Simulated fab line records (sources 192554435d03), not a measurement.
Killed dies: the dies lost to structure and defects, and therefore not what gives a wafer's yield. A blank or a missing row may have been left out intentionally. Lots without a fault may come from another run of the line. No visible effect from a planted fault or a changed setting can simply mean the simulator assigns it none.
Chamber matching | flow n5-finfet | N5_BEOL_M9_CURE_72 on uv-cure-02: 3 sister chambers
The step cures SiCOH lowk, time 120 s. 14 wafers are shown with their chamber, then 7 later ones without.

WAFERS, EACH WITH ITS CHAMBER
wafer  | chamber | wafer_temp_C_max | lamp-power-pct (%)
L076.2 | 2       | 371.4            | 52.31
L076.4 | 2       | 371.1            | 52.19
L076.5 | 2       | 371.4            | 52.37
L078.1 | 0       | 371.3            | 52.33
L078.4 | 0       | 371.4            | 52.32
L078.5 | 0       | 371.8            | 52.32
L084.1 | 1       | 372.0            | 52.37
L084.3 | 1       | 371.3            | 52.26
L084.6 | 1       | 371.9            | 52.31
L087.1 | 2       | 371.6            | 52.40
L087.4 | 2       | 371.5            | 52.42
L087.5 | 2       | 371.6            | 52.35
L095.1 | 2       | 371.4            | 52.29
L095.2 | 2       | 371.3            | 52.33

SIGNATURES, as means of the wafers listed above
reading          | chamber 0 | chamber 1 | chamber 2 | scatter within a chamber
wafer_temp_C_max | 371.500   | 371.733   | 371.413   | 0.237
lamp-power-pct   | 52.3233   | 52.3133   | 52.3325   | 0.0623
Rule: for each reading, subtract the chamber's mean from the wafer's reading, divide by that reading's scatter and square the result; add these up over the readings and take the root, which gives the wafer's distance from the chamber. The wafer belongs to the nearest chamber; if the next one is less than 2 further off, it can't be placed. How the scatter is found: for the shown wafers, subtract from each reading the mean of its chamber, square and add these, divide the total by (wafers less chambers), then take the root.

WAFERS WHOSE CHAMBER IS MISSING
wafer  | wafer_temp_C_max | lamp-power-pct (%)
L095.3 | 371.7            | 52.44
L096.1 | 371.6            | 52.31
L096.3 | 371.8            | 52.34
L096.4 | 371.5            | 52.33
L097.1 | 371.9            | 52.31
L097.3 | 371.7            | 52.28
L097.6 | 371.5            | 52.29

WHICH CHAMBER EACH ONE RAN IN
wafer  | from the rows above          | in truth
L095.3 | can't be placed: 1 or 0 or 2 | 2
L096.1 | can't be placed: 0 or 1 or 2 | 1
L096.3 | can't be placed: 1 or 0 or 2 | 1
L096.4 | can't be placed: 0 or 2 or 1 | 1
L097.1 | can't be placed: 1 or 0 or 2 | 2
L097.3 | can't be placed: 1 or 0 or 2 | 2
L097.6 | can't be placed: 0 or 2 or 1 | 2
Correctly placed: 0 of 7. Not placeable from these rows: 7 (in 7, the candidates include the true chamber). 0 placed wrongly.
